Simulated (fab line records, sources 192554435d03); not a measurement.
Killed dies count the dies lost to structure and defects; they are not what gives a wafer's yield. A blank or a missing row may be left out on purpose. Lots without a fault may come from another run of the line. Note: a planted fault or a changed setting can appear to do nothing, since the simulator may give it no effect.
fab line records || flow n5-finfet || part 2 of 2: steps 37 to 37 of 37
record: {"lots": 6, "wafers": 16, "last-day": 18}
route steps=1938 shown BEOL_M2@911 BEOL_M3@931 BEOL_M4@1111 PASSIVATION@1936
lots that met no fault: taken from a fault-free run of the same line
start-h: hours from the record's first day to the start of the lot's first wafer shown || wait-h: time in hours since the lot's previous step || " unchanged from the row above || L1.1+2: a row that stands for several wafers || - no value present, or no start provided || * or withheld: withheld || < > ~ a bound
route shown NAME@n: NAME is a module with steps in the file, n the number in the route of the first one || usual: the fault-free wafers' mean and standard deviation || same: alike in all rows || chamber/n: place in a boat || sites: per-site readings || _std_site: the values' standard deviation || _edge_site: mean of outer sites minus mean of inner sites || radius-mm: for every site, how far away it sits from the centre of the wafer || mask NAME#n: copy n || behind: the last tool/chamber to shape the wafer || hold: why the lot was held/for how many hours/how that ended || device: whichever transistor did not switch (one of n, p or np) || end of line: the tests these same wafers got at the end of their route || a step without rows: its recipe alone || killed: count of dies lost to structure and defects at first sort (not the wafer's yield) || map: dies across one wafer; x = killed, . = not, _ = none there
set.NAME: setting as actually run; set.NAME@STEP: the setting as run at that earlier step || model.NAME: the simulator's own value behind a step, which no gauge read
certain route steps with their lots: each step a table, each wafer a row
services: from which hour (start-h, from the record's first day; less than 0 if before it) a tool's chamber was out of use, for how many hours, and why
== steps ==
step: N5_PASSIVATION_PROBE_49
usual: {"defect-limited-yield": "91.1/1.3", "killed_at_M0_to_M3": "32/9.7", "killed_at_M4_up": "16/6", "killed-at-contacts": "12/5.9", "killed-at-front-end": "41/11", "killed-at-other": "4/3.1", "killed-dies": "104/16", "killed-on-rim": "14/4", "killed-open": "68/12", "killed-short": "34/7.4", "sort_bin_5_function": "5.1/0.85", "sort_bin_6_memory": "3.3/0.66", "sort_bin_8_speed": "0.1/0.53", "sort-n-pass": "1075/16", "sort-yield-pct": "91.1/1.4"}
same: {"gross-dies": 1180, "killed-at-back-side": 0, "sort_bin_4_leakage[%]": 0}
{"lot.wafer": "L345.1", "tool": "prober-01", "chamber": "-", "start-h": 313.94, "wait-h": 0.0, "defect-limited-yield[%]": 90.0, "killed_at_M0_to_M3": 63, "killed_at_M4_up": 10, "killed-at-contacts": 10, "killed-at-front-end": 30, "killed-at-other": 5, "killed-dies": 118, "killed-on-rim": 13, "killed-open": 72, "killed-short": 45, "sort_bin_5_function[%]": 6.5, "sort_bin_6_memory[%]": 3.1, "sort_bin_8_speed[%]": 0, "sort-n-pass": 1062, "sort-yield-pct[%]": 90.0}
{"lot.wafer": "L345.2", "tool": "prober-01", "chamber": "-", "start-h": 313.99, "wait-h": 0.1, "defect-limited-yield[%]": 90.8, "killed_at_M0_to_M3": 36, "killed_at_M4_up": 18, "killed-at-contacts": 13, "killed-at-front-end": 38, "killed-at-other": 4, "killed-dies": 109, "killed-on-rim": 9, "killed-open": 78, "killed-short": 31, "sort_bin_5_function[%]": 5.3, "sort_bin_6_memory[%]": 3.6, "sort_bin_8_speed[%]": 0, "sort-n-pass": 1071, "sort-yield-pct[%]": 90.8}
{"lot.wafer": "L345.5", "tool": "prober-01", "chamber": "-", "start-h": 314.14, "wait-h": 0.2, "defect-limited-yield[%]": 91.9, "killed_at_M0_to_M3": 42, "killed_at_M4_up": 16, "killed-at-contacts": 17, "killed-at-front-end": 17, "killed-at-other": 4, "killed-dies": 96, "killed-on-rim": 17, "killed-open": 69, "killed-short": 25, "sort_bin_5_function[%]": 3.8, "sort_bin_6_memory[%]": 4.1, "sort_bin_8_speed[%]": 0, "sort-n-pass": 1084, "sort-yield-pct[%]": 91.9}
{"lot.wafer": "L349.1", "tool": "prober-02", "chamber": "-", "start-h": 343.25, "wait-h": 0.0, "defect-limited-yield[%]": 92.3, "killed_at_M0_to_M3": 38, "killed_at_M4_up": 14, "killed-at-contacts": 15, "killed-at-front-end": 22, "killed-at-other": 2, "killed-dies": 91, "killed-on-rim": 13, "killed-open": 71, "killed-short": 20, "sort_bin_5_function[%]": 4.5, "sort_bin_6_memory[%]": 3.1, "sort_bin_8_speed[%]": 0, "sort-n-pass": 1089, "sort-yield-pct[%]": 92.3}
{"lot.wafer": "L349.3", "tool": "prober-02", "chamber": "-", "start-h": 343.35, "wait-h": 0.1, "defect-limited-yield[%]": 88.8, "killed_at_M0_to_M3": 51, "killed_at_M4_up": 15, "killed-at-contacts": 18, "killed-at-front-end": 45, "killed-at-other": 3, "killed-dies": 132, "killed-on-rim": 11, "killed-open": 88, "killed-short": 44, "sort_bin_5_function[%]": 5.8, "sort_bin_6_memory[%]": 5.1, "sort_bin_8_speed[%]": 0, "sort-n-pass": 1048, "sort-yield-pct[%]": 88.8}
{"lot.wafer": "L352.1", "tool": "prober-01", "chamber": "-", "start-h": 367.56, "wait-h": 0.0, "defect-limited-yield[%]": 30.1, "killed_at_M0_to_M3": 772, "killed_at_M4_up": 7, "killed-at-contacts": 1, "killed-at-front-end": 38, "killed-at-other": 7, "killed-dies": 825, "killed-on-rim": 105, "killed-open": 49, "killed-short": 23, "sort_bin_5_function[%]": 46.7, "sort_bin_6_memory[%]": 16.4, "sort_bin_8_speed[%]": 0, "sort-n-pass": 355, "sort-yield-pct[%]": 30.1}
{"lot.wafer": "L352.3", "tool": "prober-01", "chamber": "-", "start-h": 367.66, "wait-h": 0.1, "defect-limited-yield[%]": 28.4, "killed_at_M0_to_M3": 812, "killed_at_M4_up": 5, "killed-at-contacts": 5, "killed-at-front-end": 20, "killed-at-other": 3, "killed-dies": 845, "killed-on-rim": 111, "killed-open": 45, "killed-short": 18, "sort_bin_5_function[%]": 49.5, "sort_bin_6_memory[%]": 17.0, "sort_bin_8_speed[%]": 0, "sort-n-pass": 335, "sort-yield-pct[%]": 28.4}
{"lot.wafer": "L352.4", "tool": "prober-01", "chamber": "-", "start-h": 367.71, "wait-h": 0.2, "defect-limited-yield[%]": 29.1, "killed_at_M0_to_M3": 798, "killed_at_M4_up": 9, "killed-at-contacts": 2, "killed-at-front-end": 27, "killed-at-other": 1, "killed-dies": 837, "killed-on-rim": 104, "killed-open": 44, "killed-short": 10, "sort_bin_5_function[%]": 49.5, "sort_bin_6_memory[%]": 15.6, "sort_bin_8_speed[%]": 0, "sort-n-pass": 343, "sort-yield-pct[%]": 29.1}
{"lot.wafer": "L353.1", "tool": "prober-02", "chamber": "-", "start-h": 376.91, "wait-h": 0.0, "defect-limited-yield[%]": 27.4, "killed_at_M0_to_M3": 816, "killed_at_M4_up": 10, "killed-at-contacts": 4, "killed-at-front-end": 21, "killed-at-other": 6, "killed-dies": 857, "killed-on-rim": 110, "killed-open": 41, "killed-short": 21, "sort_bin_5_function[%]": 48.3, "sort_bin_6_memory[%]": 17.9, "sort_bin_8_speed[%]": 0, "sort-n-pass": 323, "sort-yield-pct[%]": 27.4}
{"lot.wafer": "L353.4", "tool": "prober-02", "chamber": "-", "start-h": 377.06, "wait-h": 0.2, "defect-limited-yield[%]": 25.7, "killed_at_M0_to_M3": 813, "killed_at_M4_up": 28, "killed-at-contacts": 10, "killed-at-front-end": 26, "killed-at-other": 0, "killed-dies": 877, "killed-on-rim": 110, "killed-open": 77, "killed-short": 17, "sort_bin_5_function[%]": 48.7, "sort_bin_6_memory[%]": 18.5, "sort_bin_8_speed[%]": 0, "sort-n-pass": 303, "sort-yield-pct[%]": 25.7}
{"lot.wafer": "L353.5", "tool": "prober-02", "chamber": "-", "start-h": 377.11, "wait-h": 0.2, "defect-limited-yield[%]": 28.3, "killed_at_M0_to_M3": 802, "killed_at_M4_up": 8, "killed-at-contacts": 14, "killed-at-front-end": 22, "killed-at-other": 0, "killed-dies": 846, "killed-on-rim": 111, "killed-open": 40, "killed-short": 22, "sort_bin_5_function[%]": 49.2, "sort_bin_6_memory[%]": 17.5, "sort_bin_8_speed[%]": 0.1, "sort-n-pass": 334, "sort-yield-pct[%]": 28.3}
{"lot.wafer": "L363.1", "tool": "prober-02", "chamber": "-", "start-h": 442.73, "wait-h": 0.6, "defect-limited-yield[%]": 90.4, "killed_at_M0_to_M3": 28, "killed_at_M4_up": 9, "killed-at-contacts": 21, "killed-at-front-end": 54, "killed-at-other": 1, "killed-dies": 113, "killed-on-rim": 11, "killed-open": 66, "killed-short": 46, "sort_bin_5_function[%]": 5.3, "sort_bin_6_memory[%]": 3.7, "sort_bin_8_speed[%]": 0, "sort-n-pass": 1067, "sort-yield-pct[%]": 90.4}
{"lot.wafer": "L363.5", "tool": "prober-02", "chamber": "-", "start-h": 442.93, "wait-h": 0.8, "defect-limited-yield[%]": 90.5, "killed_at_M0_to_M3": 30, "killed_at_M4_up": 11, "killed-at-contacts": 17, "killed-at-front-end": 52, "killed-at-other": 2, "killed-dies": 112, "killed-on-rim": 15, "killed-open": 80, "killed-short": 32, "sort_bin_5_function[%]": 5.8, "sort_bin_6_memory[%]": 3.2, "sort_bin_8_speed[%]": 0, "sort-n-pass": 1068, "sort-yield-pct[%]": 90.5}
killed by level:class
L345.1 BEOL_M0_SAQP:geometric-particle:short=14 BEOL_M2:geometric-particle:open=14 BEOL_M3:geometric-particle:open=13 BEOL_M0_SAQP:geometric-particle:open=10 FIN_SAQP:geometric-particle:short=6 DUMMY_GATE:geometric-particle:open=6 MOL_CONTACT_COAG:geometric-particle:open=6 FIN_SAQP:geometric-particle:open=4
L345.2 STI_FIN_REVEAL:geometric-particle:open=9 BEOL_M3:geometric-particle:open=9 BEOL_M4:geometric-particle:open=8 MOL_CONTACT_COAG:geometric-particle:open=7 BEOL_M0_SAQP:geometric-particle:open=7 BEOL_M2:geometric-particle:open=7 MOL_CONTACT_COAG:geometric-particle:short=6 STARTING-WAFER:geometric-particle:short=5
L345.5 MOL_CONTACT_COAG:geometric-particle:open=13 BEOL_M2:geometric-particle:open=11 BEOL_M3:geometric-particle:open=7 BEOL_M4:geometric-particle:open=6 BEOL_M0_SAQP:geometric-particle:open=5 BEOL_M1:geometric-particle:open=5 STI_FIN_REVEAL:geometric-particle:open=4 BEOL_M0_SAQP:geometric-particle:short=4
L349.1 MOL_CONTACT_COAG:geometric-particle:open=14 BEOL_M2:geometric-particle:open=11 BEOL_M0_SAQP:geometric-particle:short=7 BEOL_M3:geometric-particle:open=7 BEOL_M4:geometric-particle:open=6 BEOL_M0_SAQP:geometric-particle:open=5 FIN_SAQP:geometric-particle:open=4 GATE_CUT:geometric-particle:open=4
L349.3 MOL_CONTACT_COAG:geometric-particle:open=14 BEOL_M2:geometric-particle:open=13 BEOL_M0_SAQP:geometric-particle:short=9 DUMMY_GATE:geometric-particle:open=9 BEOL_M0_SAQP:geometric-particle:open=9 BEOL_M3:geometric-particle:open=8 STI_FIN_REVEAL:geometric-particle:open=7 BEOL_M4:geometric-particle:open=5
L352.1 BEOL_M2:unspecified=747 FIN_SAQP:geometric-particle:open=10 BEOL_M2:geometric-particle:open=10 BEOL_M0_SAQP:geometric-particle:short=5 BEOL_M0_SAQP:geometric-particle:open=5 HKMG_FIN:area-etch=5 FIN_SAQP:geometric-particle:short=4 BEOL_M0:geometric-particle:open=4
L352.3 BEOL_M2:unspecified=782 FIN_SAQP:geometric-particle:open=9 BEOL_M1:geometric-particle:open=7 BEOL_M2:geometric-particle:open=7 FIN_SAQP:geometric-particle:short=4 BEOL_M0_SAQP:geometric-particle:open=4 BEOL_M0:geometric-particle:open=4 MOL_CONTACT_COAG:geometric-particle:open=3
L352.4 BEOL_M2:unspecified=783 FIN_SAQP:geometric-particle:open=8 BEOL_M4:geometric-particle:open=6 BEOL_M2:geometric-particle:open=5 STARTING-WAFER:geometric-particle:open=5 GATE_CUT:geometric-particle:open=4 ILD0:geometric-particle:open=3 BEOL_M0_SAQP:geometric-particle:open=3
L353.1 BEOL_M2:unspecified=795 STI_FIN_REVEAL:geometric-particle:open=9 BEOL_M2:geometric-particle:short=4 MOL_CONTACT_COAG:geometric-particle:open=4 BEOL_M1:geometric-particle:open=4 PASS1_CAP:geometric-particle:open=4 STI_FIN_REVEAL:geometric-particle:short=3 DUMMY_GATE:geometric-particle:open=3
L353.4 BEOL_M2:unspecified=783 BEOL_M4:geometric-particle:open=18 BEOL_M3:geometric-particle:open=13 STI_FIN_REVEAL:geometric-particle:open=10 MOL_CONTACT_COAG:geometric-particle:open=8 DUMMY_GATE:geometric-particle:open=5 FIN_SAQP:geometric-particle:open=4 BEOL_M0_SAQP:geometric-particle:open=4
L353.5 BEOL_M2:unspecified=781 STI_FIN_REVEAL:geometric-particle:open=7 MOL_CONTACT_COAG:geometric-particle:open=7 MOL_CONTACT_COAG:geometric-particle:short=7 BEOL_M3:geometric-particle:open=6 FIN_SAQP:geometric-particle:open=4 BEOL_M1:geometric-particle:open=4 GATE_CUT:geometric-particle:short=3
L363.1 FIN_SAQP:geometric-particle:open=22 MOL_CONTACT_COAG:geometric-particle:open=15 FIN_SAQP:geometric-particle:short=14 BEOL_M0_SAQP:geometric-particle:short=8 BEOL_M1:geometric-particle:short=8 MOL_CONTACT_COAG:geometric-particle:short=6 STI_FIN_REVEAL:geometric-particle:open=5 BEOL_M1:geometric-particle:open=5
L363.5 FIN_SAQP:geometric-particle:open=18 MOL_CONTACT_COAG:geometric-particle:open=15 BEOL_M0_SAQP:geometric-particle:open=9 BEOL_M0_SAQP:geometric-particle:short=9 STI_FIN_REVEAL:geometric-particle:open=7 DUMMY_GATE:geometric-particle:open=6 FIN_SAQP:geometric-particle:short=5 STARTING-WAFER:geometric-particle:open=5
map L352.3 (x killed, . not)
_________________xxxxxx.xxx.x________________
______________xx.xxxx...xxxxxxxx_____________
___________xx.xxxxx..xx.xx.xxxx.xx.__________
__________.xx..x.x.xxx.xxxx.xxx.xxx._________
________xxxxxxxx.xxxxxxxxx.xxxx.x.xx.x_______
_______x.x...x.xx..x.xxxx..x...xxxx.xxx______
______x..x.xxxxxx...xx.xxxx.xxx.xx.xx.x._____
_____xxxxxx.x..xxx.xx.xxxxx.x.x.x..xxx.xx____
____.xxxx..xxxxxxxx..xx.x.x.xx.x.x.xxx..xx___
___xx..x.xxxxxxxx.xx..xxxxx..xx..xxx.....xx__
___xx.x.xxxxx.xxx.xx.x..xxxx.xxxxxxxxxxxxxx__
__xxxx.x..xxxxx.xxxx....xxxxx.xxxxxxxx.xxxxx_
__.xxx.xxx.xx.xxxxxxxx.xx.xxxxxx.xxxx..xx.xx_
_...xxxx.x..xxx.xx.x.xxxxx.xx.xxxxxx.xxxxxx..
_xx..xx.x.xx.xxxxxxxx.x..xxx.xx..x.xxx.xx.xxx
_..x....xxxxxx.xxxxxx.xx.xxx..xxxx.xxxxxxxxxx
_..xxx....x.x..xx.xx.x.xxx.x..xxxx.xxxxx.xxx.
_x.xxx.xxxxxxx.xxxxxxxxxx.xxxxxxx.x.xxxxxxxxx
_..xxxxxx.xxxxx..xxxxxxxxx.x.xxxxxx.xx.xx.xxx
_.x..xxxxx.x.xx.xxxxx..xxxxx.xx.x.xxxxx.x.x.x
_x..xxx.xxxx...x.xxx.xxx.xxxxxxxxxx.xxx.x...x
__xxxxx.xxxx.xxxx....xx.x..xx.xxxxx..x.xxx.x_
__x..xxxxxxxxxx.xxxxx..xxxxxxx.xxxx.x.xx.xxx_
___xx.xx.xxxxx.xxx.xxxxx.xxxx..xx..xxxxxx.x__
___x.xx.xxxxxxxxx....x.xxxxxxxxxxxx.x.xxxx.__
____xxxx.xxx.xxx..xx..xxx..xxxx.....xxxx.x___
_____xx...x.xxxxx.xxxx.xx.x.xxxxxxx..x..x____
______x..x.xxxx.xx.xx.xxxxx.xx.xxxxxxxx._____
_______.x.xxxxxx..xx...xxx..xxxx.x.xxxx______
________xx...xxxxxxxx.xxx.xxxx..xxxx.x_______
__________xxxxx.xxx.xxxx.xxx..xxxxx._________
___________xxxxxxxxx.xxxxxx..xxxxx.__________
______________xxxxx.xxxxxxx.xx.x_____________
_________________x..xxxxxx.xx________________
map L353.4 (x killed, . not)
_________________xx.x..xxx.xx________________
______________xxxx...x..x.xx.x.x_____________
___________xx...x..xxxxx.xxx....xxx__________
__________xxx.x....x.xxxx.xxxxxx.xxx_________
________.x.xxxxxxxxxxxxxxx.xxxx.xxxxxx_______
_______x..xxxxxxxxx.xxxxx..xxx..xxxxx..______
______x..xxx.x.xxxxxxxxxxxxx.x.xxxxxxxxx_____
_____xxxxxxx.xxx.x.x..xx.x..xxx.xxx.xxx.x____
____.xx.xx..xxxxx.x.xxxxxx.xxxx...x..x.xxx___
___xxxx.xx.xx.xxxxxxxx..x.xxxxxxx.x.x..xxxx__
___xxxxxxxx.xx..xx.xxxxx.x..xx.xx.xxxxx.xxx__
__x.xxxxxxxx..xxxxx.xxxxxxx.x.xx.xxxx.x.xxxx_
__.xxxxxxxxxxxx.xxxxxxx.xxx.xxxxxxxxxx..x..x_
_..xxx.xx...x.xxxxxx.xxxxxxx.xxx.x.xx.xxxxxx.
_xx..xxxxx.x.xxxxxxxxx..xx..x.xx..x.xxxxxxxx.
_xxxx..xxxxxxxxxxxxx.x..xxx.xxxx.xxxxxxx.xxxx
_x..x.xxxx.x..x.xxxxxxxxx.xxxx.x.xxx...x.xxxx
_..xxxxxxxxxx.xxxxxxx..xxx.xxxxxx.x..x.xxxxxx
_xxx.xxxxxxx..x.xxxxxxxx..xx.xxx..xxx..xxxxxx
_.x.xx.x.x.xxxxx.xxxxx..x.xxxx...xxxx.xxxxx.x
_xxx.x.x.x...xxxxx.xx.xxx..xxx.xx.xxx.x..x.x.
__xx.xxxxx.xx.x..xx.xx.xxxx.xxxxx.xxxxxxxxxx_
__..xxxxx...xxxxxx.xxx.x.xx.xx.x.xxxxxx.x..x_
___xxxxxxxxxxxxx.xxxxx.xxxx.xxxxxx.xxx.xxxx__
___xxxxxx.x.xxx.x..xxx.x.xxx...xx.xxxxx.x..__
____..xxxxxxxxxx.xxxx..xxxx..xxxx.xxxx.xxx___
_____x.xxx.xxxx.xx.xx.x.xxxxxxxx.xxxxxxxx____
______.x.xxx..xxxx.xxx.xxxxxx.xxxxxxxxxx_____
_______xx.xxx..xxxxx.x.xxxxxxxxxxxx.xxx______
________.x.xxx.xxxxxx.x.x..xx.xx.xx.xx_______
__________.x.xxx.xxxxxx..xxxx.xxx..x_________
___________xxxxx.xxx.xxxxxxxxxxxxx.__________
______________.xxxxxxxxxxxxxxxxx_____________
_________________xxxxxxxxxxxx________________
== services ==
{"tool": "rtp-anneal-01", "chamber": "-", "start-h": 151.01, "hours": 1.8, "kind": "pm"}
{"tool": "cmp-01", "chamber": "-", "start-h": 151.92, "hours": 1.6, "kind": "repair"}
{"tool": "cmp-04", "chamber": "-", "start-h": 171.47, "hours": 3.7, "kind": "pm"}
{"tool": "cmp-03", "chamber": "-", "start-h": 185.96, "hours": 4.0, "kind": "pm"}
{"tool": "cmp-03", "chamber": "-", "start-h": 189.96, "hours": "-", "kind": "consumable-replace:conditioner"}
{"tool": "cmp-03", "chamber": "-", "start-h": 189.96, "hours": "-", "kind": "consumable-replace:pad"}
{"tool": "cmp-03", "chamber": "-", "start-h": 202.86, "hours": 7.1, "kind": "pm"}
{"tool": "cmp-03", "chamber": "-", "start-h": 265.10, "hours": 2.1, "kind": "repair"}
{"tool": "cmp-01", "chamber": "-", "start-h": 278.70, "hours": 4.0, "kind": "pm"}
{"tool": "cmp-01", "chamber": "-", "start-h": 282.70, "hours": "-", "kind": "consumable-replace:conditioner"}
{"tool": "cmp-01", "chamber": "-", "start-h": 282.70, "hours": "-", "kind": "consumable-replace:pad"}
{"tool": "cmp-01", "chamber": "-", "start-h": 284.29, "hours": 0.9, "kind": "repair"}
== key ==
first-sign: {"step": "N5_BEOL_M2_INSPECT_59", "reading": "raw-defect-count", "direction": "up", "sigmas": 70, "usual": 68, "struck": 1470}
effect: {"step": "N5_BEOL_M3_INSPECT_13", "reading": "raw-defect-count", "direction": "up", "sigmas": 14, "usual": 384, "struck": 1700}
effect: {"step": "N5_PASSIVATION_PROBE_49", "reading": "killed_at_M0_to_M3", "direction": "up", "sigmas": 79, "usual": 32, "struck": 802}
more-kills-born-at: {"N5_BEOL_M2_CMP_52@cmp-03": 4671}
met-at N5_BEOL_M2_CMP_52
struck-wafers L352.1,L352.3,L352.4,L353.1,L353.4,L353.5
onset-between 195.46 224.68
fault: {"kind": "chamber-particle-source", "tool": "cmp-03", "chamber": "-", "onset-h": 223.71, "steps": "N5_BEOL_M2_CMP_52", "rate-per-visit-cm2": 2.1975, "end-h": 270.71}
